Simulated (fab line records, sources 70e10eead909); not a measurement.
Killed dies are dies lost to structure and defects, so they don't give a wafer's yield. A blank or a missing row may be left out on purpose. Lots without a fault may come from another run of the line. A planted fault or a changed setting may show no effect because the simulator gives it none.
Which tool did it? | flow nand_harc | 24 lots, 72 wafers sampled, at 4 steps of a route of 1302

WHAT THE GAUGES READ, wafer by wafer
NHARC_A_SLIT_OVL_MEAS_10. Usual: overlay_x_nm 0.2 nm, standard deviation 0.8; overlay_y_nm 0.1 nm, standard deviation 0.97.
lot  | measured     | on         | overlay_x_nm (nm) | overlay_y_nm (nm) | flag
L074 | day 19 17:07 | overlay-02 | -0.6 -0.2 -0.5    | 0.3 0.5 0.4       |
L077 | day 20 08:18 | overlay-01 | -0.9 -0.3 0.0     | -0.5 -0.2 0.0     |
L076 | day 20 08:28 | overlay-02 | 1.1 1.4 0.8       | -1.1 -1.8 -1.0    |
L075 | day 20 11:35 | overlay-02 | 0.0 0.5 0.0       | -1.0 -0.9 -1.2    |
L078 | day 21 06:35 | overlay-01 | 0.5 0.2 0.3       | -0.6 -0.1 -0.4    |
L079 | day 21 10:08 | overlay-01 | 0.6 0.0 -0.1      | 1.2 0.5 1.2       |
L081 | day 22 02:33 | overlay-01 | 1.1 0.7 1.3       | -0.1 -0.3 -0.5    |
L080 | day 22 05:01 | overlay-01 | 0.9 0.3 0.9       | -0.8 -0.4 -0.8    |
L083 | day 22 17:43 | overlay-01 | 0.8 1.0 1.5       | 0.5 0.2 0.2       |
L082 | day 22 17:52 | overlay-02 | 0.9 1.1 0.5       | -0.7 -0.9 -0.4    |
L084 | day 23 23:41 | overlay-02 | -1.0 -0.7 -1.0    | 1.5 1.7 1.4       |
L085 | day 24 00:18 | overlay-02 | -0.4 -0.4 -0.2    | 1.6 1.2 1.1       |
L086 | day 24 22:07 | overlay-02 | 0.3 0.6 1.1       | 1.4 1.2 1.4       |
L087 | day 25 07:01 | overlay-01 | -0.4 -0.4 -0.2    | 2.2 1.7 1.7       |
L089 | day 25 18:22 | overlay-01 | 0.1 0.2 0.7       | -0.7 -1.4 -0.8    |
L088 | day 25 18:38 | overlay-01 | 1.5 2.0 1.8       | -0.6 -0.6 -0.7    |
L090 | day 26 04:56 | overlay-02 | -1.2 -1.2 -0.4    | -0.2 -0.4 -0.8    |
L092 | day 26 05:32 | overlay-02 | 1.9 0.4 1.3       | 0.7 0.4 0.4       |
L091 | day 26 07:16 | overlay-02 | -0.8 -1.3 -1.6    | -0.4 -0.7 -0.9    |
L093 | day 27 11:19 | overlay-02 | -0.5 -0.8 -0.7    | -0.7 -1.1 -1.2    |
L094 | day 27 23:58 | overlay-02 | 0.9 1.0 1.4       | 0.5 0.5 -0.5      |
L095 | day 28 09:53 | overlay-01 | -0.2 -0.2 -0.3    | 0.2 -0.1 -0.3     |
L096 | day 29 10:03 | overlay-02 | 0.1 -0.2 -0.1     | 0.3 0.9 1.1       |
L097 | day 29 14:01 | overlay-02 | 0.2 0.3 0.3       | 1.0 1.1 0.6       |

NHARC_A_CONTACT_CD_MEAS_42: target cd 300 nm. Usual: cd_nm 300.0 nm, standard deviation 0.6.
lot  | measured     | on        | cd_nm (nm)        | flag
L074 | day 21 06:16 | cd_sem-02 | 299.9 299.9 299.3 |
L077 | day 21 21:49 | cd_sem-01 | 299.3 300.0 299.8 |
L076 | day 22 01:23 | cd_sem-01 | 300.1 299.7 300.1 |
L075 | day 22 07:49 | cd_sem-01 | 300.7 300.1 300.4 |
L078 | day 22 22:09 | cd_sem-02 | 299.8 300.3 299.2 |
L079 | day 23 01:26 | cd_sem-02 | 300.1 299.6 299.8 |
L081 | day 23 17:14 | cd_sem-03 | 299.6 301.0 300.9 |
L080 | day 23 18:45 | cd_sem-02 | 300.3 300.4 299.6 |
L083 | day 24 13:18 | cd_sem-01 | 299.7 300.0 299.5 |
L082 | day 24 13:27 | cd_sem-02 | 300.9 300.8 300.3 |
L084 | day 25 14:49 | cd_sem-02 | 299.7 299.6 300.6 |
L085 | day 25 14:31 | cd_sem-03 | 300.6 300.7 300.4 |
L086 | day 26 13:19 | cd_sem-02 | 301.2 300.5 300.6 |
L087 | day 26 21:13 | cd_sem-01 | 299.7 299.7 299.5 |
L089 | day 27 10:11 | cd_sem-03 | 300.5 299.9 299.5 |
L088 | day 27 10:20 | cd_sem-03 | 299.7 300.6 301.0 |
L090 | day 27 20:18 | cd_sem-02 | 299.6 298.7 299.3 |
L092 | day 27 20:45 | cd_sem-03 | 299.0 298.7 299.3 |
L091 | day 27 20:36 | cd_sem-03 | 300.5 299.9 299.9 |
L093 | day 29 07:25 | cd_sem-01 | 299.9 299.4 299.7 |
L094 | day 29 13:26 | cd_sem-02 | 299.5 299.8 300.6 |
L095 | day 29 23:20 | cd_sem-02 | 300.0 299.7 300.1 |
L096 | day 31 00:29 | cd_sem-02 | 300.4 299.7 301.3 |
L097 | day 31 00:39 | cd_sem-01 | 300.7 300.6 300.5 |

WHICH TOOL RAN EACH LOT (tool, then ch and the chambers of the sampled wafers, then the start)
lot  | NHARC_A_SLIT_ETCH_17             | NHARC_A_WL_FILL_RTA_01
L074 | har_etch-01 ch 0,1, day 19 18:28 | rtp_anneal-02 ch 0, day 20 06:29
L077 | har_etch-02 ch 0,1, day 20 10:19 | rtp_anneal-01 ch 0, day 20 21:49
L076 | har_etch-01 ch 0,1, day 20 13:50 | rtp_anneal-01 ch 0, day 21 00:44
L075 | har_etch-01 ch 0, day 20 16:26   | rtp_anneal-01 ch 0, day 21 04:47
L078 | har_etch-02 ch 0,1, day 21 07:56 | rtp_anneal-01 ch 0, day 21 19:53
L079 | har_etch-01 ch 0,1, day 21 12:05 | rtp_anneal-02 ch 0, day 21 23:31
L081 | har_etch-01 ch 0,1, day 22 04:20 | rtp_anneal-02 ch 0, day 22 16:22
L080 | har_etch-02 ch 0,1, day 22 07:59 | rtp_anneal-01 ch 0, day 22 18:54
L083 | har_etch-01 ch 0,1, day 22 19:40 | rtp_anneal-02 ch 0, day 23 07:05
L082 | har_etch-02 ch 0,1, day 22 20:25 | rtp_anneal-02 ch 0, day 23 07:16
L084 | har_etch-01 ch 0,1, day 24 01:59 | rtp_anneal-02 ch 0, day 24 13:28
L085 | har_etch-02 ch 0,1, day 24 03:28 | rtp_anneal-01 ch 0, day 24 13:31
L086 | har_etch-02 ch 0,1, day 25 00:41 | rtp_anneal-02 ch 0, day 25 11:37
L087 | har_etch-01 ch 0,1, day 25 08:59 | rtp_anneal-02 ch 0, day 25 20:46
L089 | har_etch-01 ch 0,1, day 25 19:42 | rtp_anneal-01 ch 0, day 26 07:50
L088 | har_etch-02 ch 0,1, day 25 19:59 | rtp_anneal-02 ch 0, day 26 08:00
L090 | har_etch-02 ch 0,1, day 26 07:29 | rtp_anneal-01 ch 0, day 26 20:48
L092 | har_etch-01 ch 0,1, day 26 07:57 | rtp_anneal-01 ch 0, day 26 21:52
L091 | har_etch-02 ch 0,1, day 26 10:39 | rtp_anneal-02 ch 0, day 26 22:03
L093 | har_etch-01 ch 0,1, day 27 13:53 | rtp_anneal-01 ch 0, day 28 00:45
L094 | har_etch-01 ch 0,1, day 28 01:19 | rtp_anneal-02 ch 0, day 28 14:16
L095 | har_etch-02 ch 0,1, day 28 12:13 | rtp_anneal-02 ch 0, day 28 23:42
L096 | har_etch-02 ch 0,1, day 29 12:37 | rtp_anneal-01 ch 0, day 29 23:29
L097 | har_etch-01 ch 0,1, day 29 16:32 | rtp_anneal-02 ch 0, day 30 03:17
- NHARC_A_SLIT_ETCH_17: etches the open film in C4F8/O2/Ar, time 4254.5 s, target depth 20300 nm.
- NHARC_A_WL_FILL_RTA_01: time 5 s.

WHAT THE TOOLS THEMSELVES READ (means of the sampled wafers that have a number; where no wafer has one, the mark that the record gives instead)
NHARC_A_SLIT_ETCH_17. Usual: chamber_pressure_mTorr 20.000 mTorr, standard deviation 0.019; drypump_motor_current_A 5.5 A, standard deviation 0.46; showerhead_plenum_p_Torr 3.66 Torr, standard deviation 0.13; throttle_valve_pct 32.047 %, standard deviation 0.0098.
lot  | tool        | chamber_pressure_mTorr (mTorr) | drypump_motor_current_A (A) | showerhead_plenum_p_Torr (Torr) | throttle_valve_pct (%) | flag
L074 | har_etch-01 | 19.995                         | 5.7                         | 3.58                            | 32.041                 |
L077 | har_etch-02 | 19.997                         | 5.5                         | 3.76                            | 32.049                 |
L076 | har_etch-01 | 19.998                         | 5.6                         | 3.58                            | 32.043                 |
L075 | har_etch-01 | 19.996                         | 4.8                         | 3.64                            | 32.048                 |
L078 | har_etch-02 | 19.997                         | 5.6                         | 3.83                            | 32.057                 |
L079 | har_etch-01 | 19.976                         | 5.2                         | 3.60                            | 32.051                 |
L081 | har_etch-01 | 20.005                         | 5.2                         | 3.60                            | 32.049                 |
L080 | har_etch-02 | 20.006                         | 5.5                         | 3.75                            | 32.045                 |
L083 | har_etch-01 | 19.996                         | 5.2                         | 3.59                            | 32.046                 |
L082 | har_etch-02 | 20.002                         | 5.5                         | 3.75                            | 32.048                 |
L084 | har_etch-01 | 20.004                         | 5.2                         | 3.59                            | 32.050                 |
L085 | har_etch-02 | 19.995                         | 5.5                         | 3.81                            | 32.040                 |
L086 | har_etch-02 | 19.990                         | 5.5                         | 3.80                            | 32.063                 |
L087 | har_etch-01 | 19.999                         | 5.6                         | 3.54                            | 32.048                 |
L089 | har_etch-01 | 19.978                         | 5.2                         | 3.57                            | 32.055                 |
L088 | har_etch-02 | 20.014                         | 5.5                         | 3.72                            | 32.053                 |
L090 | har_etch-02 | 19.995                         | 5.5                         | 3.72                            | 32.049                 |
L092 | har_etch-01 | 20.011                         | 5.6                         | 3.53                            | 32.049                 |
L091 | har_etch-02 | 20.000                         | 5.5                         | 3.79                            | 32.038                 |
L093 | har_etch-01 | 19.994                         | 5.6                         | 3.52                            | 32.047                 |
L094 | har_etch-01 | 19.990                         | 5.6                         | 3.52                            | 32.053                 |
L095 | har_etch-02 | 20.006                         | 5.5                         | 3.70                            | 32.044                 |
L096 | har_etch-02 | 20.013                         | 5.6                         | 3.77                            | 32.046                 |
L097 | har_etch-01 | 19.993                         | 5.2                         | 3.54                            | 32.046                 |

NHARC_A_WL_FILL_RTA_01. Usual: lamp_power_pct 32 %, standard deviation 3.2; lamp_zone_6_pct 32 %, standard deviation 3.2; wafer_temp_C_max 1004.9, standard deviation 1.3.
lot  | tool          | lamp_power_pct (%) | lamp_zone_6_pct (%) | wafer_temp_C_max | flag
L074 | rtp_anneal-02 | 35                 | 35                  | 1005.3           |
L077 | rtp_anneal-01 | 29                 | 29                  | 1004.2           |
L076 | rtp_anneal-01 | 29                 | 29                  | 1003.8           |
L075 | rtp_anneal-01 | 29                 | 29                  | 1004.1           |
L078 | rtp_anneal-01 | 29                 | 29                  | 1003.8           |
L079 | rtp_anneal-02 | 35                 | 35                  | 1005.7           |
L081 | rtp_anneal-02 | 35                 | 35                  | 1004.9           |
L080 | rtp_anneal-01 | 29                 | 29                  | 1003.0           |
L083 | rtp_anneal-02 | 35                 | 35                  | 1005.8           |
L082 | rtp_anneal-02 | 35                 | 35                  | 1005.4           |
L084 | rtp_anneal-02 | 35                 | 35                  | 1006.0           |
L085 | rtp_anneal-01 | 29                 | 29                  | 1003.3           |
L086 | rtp_anneal-02 | 35                 | 35                  | 1005.7           |
L087 | rtp_anneal-02 | 35                 | 35                  | 1006.9           |
L089 | rtp_anneal-01 | 29                 | 29                  | 1004.4           |
L088 | rtp_anneal-02 | 35                 | 35                  | 1005.2           |
L090 | rtp_anneal-01 | 29                 | 29                  | 1003.6           |
L092 | rtp_anneal-01 | 29                 | 29                  | 1003.4           |
L091 | rtp_anneal-02 | 35                 | 35                  | 1006.6           |
L093 | rtp_anneal-01 | 29                 | 29                  | 1003.7           |
L094 | rtp_anneal-02 | 35                 | 35                  | 1005.7           |
L095 | rtp_anneal-02 | 35                 | 35                  | 1005.6           |
L096 | rtp_anneal-01 | 29                 | 29                  | 1004.3           |
L097 | rtp_anneal-02 | 35                 | 35                  | 1006.2           |

THE ANSWER, worked out from the rows above alone
Rule: a lot is off if the mean of its wafers that have a number lies more than 3 standard deviations from the usual mean. A lot without any number at a reading at which 4 lots or more have one is off too. The other lots that the step has rows for count as sound. The gauges are gone through in route order, then the tools' own readings, and for those a lot's mean is taken as printed above. The first step at which some lot is off is used, and at that step the reading that is off furthest; a lot without a number counts as furthest.
No lot is off at any reading shown: from this, nothing can be told.

WHAT THE SIMULATOR HAD PUT IN
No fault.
